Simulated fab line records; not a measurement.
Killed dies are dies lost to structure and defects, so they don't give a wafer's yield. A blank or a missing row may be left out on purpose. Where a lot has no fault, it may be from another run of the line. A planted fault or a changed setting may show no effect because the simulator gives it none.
Chamber matching    flow nand-harc    NHARC_A_STAIRCASE_CMP_472 on cmp-01: 4 sister chambers
The step polishes SiO2. 4 wafers are shown with their chamber, then 12 later ones without.

## WAFERS WITH THEIR CHAMBER
wafer   chamber  motor-current-A (A)
L079.5  0        10.6
L089.6  2        11.6
L090.2  1        11.6
L090.6  3        12.7

## WAFERS WHOSE CHAMBER IS MISSING
wafer   motor-current-A (A)
L092.1  10.8
L092.3  12.8
L092.5  11.7
L091.1  11.8
L091.3  11.7
L091.6  13.1
L095.3  11.7
L095.5  11.1
L095.6  12.2
L097.1  11.4
L097.2  10.0
L097.6  10.6

## CHAMBER TAKEN BY EACH
wafer   from the rows above           in truth
L092.1  can't be placed: 0 or 1 or 2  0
L092.3  3                             3
L092.5  can't be placed: 1 or 2       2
L091.1  can't be placed: 1 or 2       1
L091.3  can't be placed: 1 or 2       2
L091.6  3                             3
L095.3  can't be placed: 1 or 2       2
L095.5  can't be placed: 0 or 1 or 2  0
L095.6  can't be placed: 3 or 1 or 2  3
L097.1  can't be placed: 1 or 2 or 0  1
L097.2  0                             0
L097.6  0                             0
Placed correctly: 4 of 12. Cannot be placed on the basis of these rows: 8; the candidates contain the true chamber in 8. Placed wrongly: 0.
How it was worked out, from the rows above alone: a wafer's distance from a chamber is the root of the sum, over the readings, of the square of ((its reading less the chamber's mean) divided by the reading's scatter). The wafer belongs to the nearest chamber; if the next one is less than 2 further off, it can't be placed. The mean given for a chamber averages the wafers shown for that chamber. The scatter: with one shown wafer a chamber, the root of the mean of the squares of how far each hidden wafer lies from its nearest shown one.
